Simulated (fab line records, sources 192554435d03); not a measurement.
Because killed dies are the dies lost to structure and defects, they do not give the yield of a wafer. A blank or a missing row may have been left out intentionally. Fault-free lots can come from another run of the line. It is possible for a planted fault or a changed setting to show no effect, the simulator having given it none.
Lot-split experiment + flow n5Finfet + 21 wafers read from 7 lots, route of 1938 steps

== ABOUT THE SPLIT ==
At N5_BEOL_M9_ILD_DEP_00 (deposits SiCOH lowk from DEMS/porogen, target thk 308.51 nm, time 58 s), the setting timeS was moved away from the recipe's 58 s on 7 of the 21 wafers read, by -12.8% to +13.0%. All remaining wafers had this setting at the recipe value.

== THE PATH FROM SPLIT TO READING: the file shows 1 step between them ==
- N5_BEOL_M9_CURE_71: cures SiCOH lowk, time 240 s

== THE READING ==
M9_ILD_THK, in nm, at N5_BEOL_M9_THK_MEAS_01. Fault-free wafers of this fab line usually give 269 nm, standard deviation 3.4 nm.

| wafer  | tool, chamber at the split | timeS as run, s | against the recipe | M9_ILD_THK, nm | against lot-mates on the recipe |
|--------|----------------------------|-----------------|--------------------|----------------|---------------------------------|
| L078.2 | pecvd-02, 1                | 58              | recipe             | 268            | -                               |
| L078.4 | pecvd-02, 0                | 58              | recipe             | 272            | -                               |
| L078.5 | pecvd-02, 2                | 58              | recipe             | 270            | -                               |
| L082.3 | pecvd-04, 0                | 58              | recipe             | 266            | -                               |
| L082.4 | pecvd-04, 1                | 55.61           | -4.1%              | 260            | -6                              |
| L082.5 | pecvd-04, 2                | 58              | recipe             | 267            | -                               |
| L087.2 | pecvd-03, 0                | 58              | recipe             | 268            | -                               |
| L087.3 | pecvd-03, 2                | 63.95           | +10.3%             | 291            | +23                             |
| L087.6 | pecvd-03, 2                | 63.95           | +10.3%             | 298            | +30                             |
| L089.2 | pecvd-03, 2                | 58              | recipe             | 266            | -                               |
| L089.3 | pecvd-03, 0                | 58              | recipe             | 269            | -                               |
| L089.5 | pecvd-03, 0                | 54.54           | -6.0%              | 256            | -12                             |
| L088.1 | pecvd-03, 1                | 58              | recipe             | 264            | -                               |
| L088.2 | pecvd-03, 0                | 58              | recipe             | 267            | -                               |
| L088.3 | pecvd-03, 2                | 58              | recipe             | 269            | -                               |
| L092.1 | pecvd-04, 2                | 58              | recipe             | 261            | -                               |
| L092.2 | pecvd-04, 0                | 65.54           | +13.0%             | 301            | +36                             |
| L092.5 | pecvd-04, 0                | 58              | recipe             | 268            | -                               |
| L095.1 | pecvd-04, 1                | 50.57           | -12.8%             | 236            | -40                             |
| L095.4 | pecvd-04, 0                | 50.57           | -12.8%             | 240            | -36                             |
| L095.6 | pecvd-04, 1                | 58              | recipe             | 276            | -                               |

THE FIT
A straight line over all 21 wafers: M9_ILD_THK changes by +2.43 nm for each +1% of timeS; r = +0.98; the points scatter about the line by 3.3 nm.
The same after taking each lot's own level away (the mean of its wafers on the recipe; 21 wafers): +2.75 nm for each +1%; r = +0.99; scatter 2.8 nm.
That fit puts the effect of the largest move of timeS on the reading at 36 nm.
Across the lots, their own levels run from 264.5 to 276.0 nm, a range of 3.4 times the standard deviation given above.
Thus the slope moves with the lot-to-lot level: the two fits are different.
Check: +35.5 nm against its lot-mates is what the line predicts for one of the wafers moved furthest among these (+13.0%) when that wafer is left out of the fit. Against them it came out at +36.5 nm.

== OTHER SPLITS APPLIED TO THESE WAFERS ==
These wafers also went through other splits before the reading. Each is held against what the fit with the lots' levels taken away leaves over:
| other split on the same wafers | wafers away from the commonest value | r with M9_ILD_THK (lot level and that fit taken away) |
|--------------------------------|--------------------------------------|-------------------------------------------------------|
| N5_BEOL_M7_ILD_DEP_00 timeS    | 8                                    | -0.34                                                 |
| N5_BEOL_M7_ETCH_41 sourceW     | 9                                    | +0.04                                                 |

== THE WHOLE CHAIN: every reading that the file lists as answering this split, in the file's order ==
| step                   | what it does                                                           | reading                                                                                 | change (the file's fit)              | r (the file's) |
|------------------------|------------------------------------------------------------------------|-----------------------------------------------------------------------------------------|--------------------------------------|----------------|
| N5_BEOL_M9_ILD_DEP_00  | deposits SiCOH lowk from DEMS/porogen, target thk 308.51 nm, time 58 s | SiCOH_lowk_of_BEOL_M9_ILD_DEP_00.thkNm (the simulator's own value, which no gauge read) | +3.06 nm for each +1% of the setting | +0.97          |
| N5_BEOL_M9_CURE_71     | cures SiCOH lowk, time 240 s                                           | SiCOH_lowk_of_BEOL_M9_ILD_DEP_00.thkNm (the simulator's own value, which no gauge read) | +2.71 nm for each +1% of the setting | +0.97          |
| N5_BEOL_M9_THK_MEAS_01 |                                                                        | M9_ILD_THK                                                                              | +2.69 for each +1% of the setting    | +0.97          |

== FILE'S OWN FIT ==
M9_ILD_THK changes by +2.69 nm for each +1% of timeS, r = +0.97.
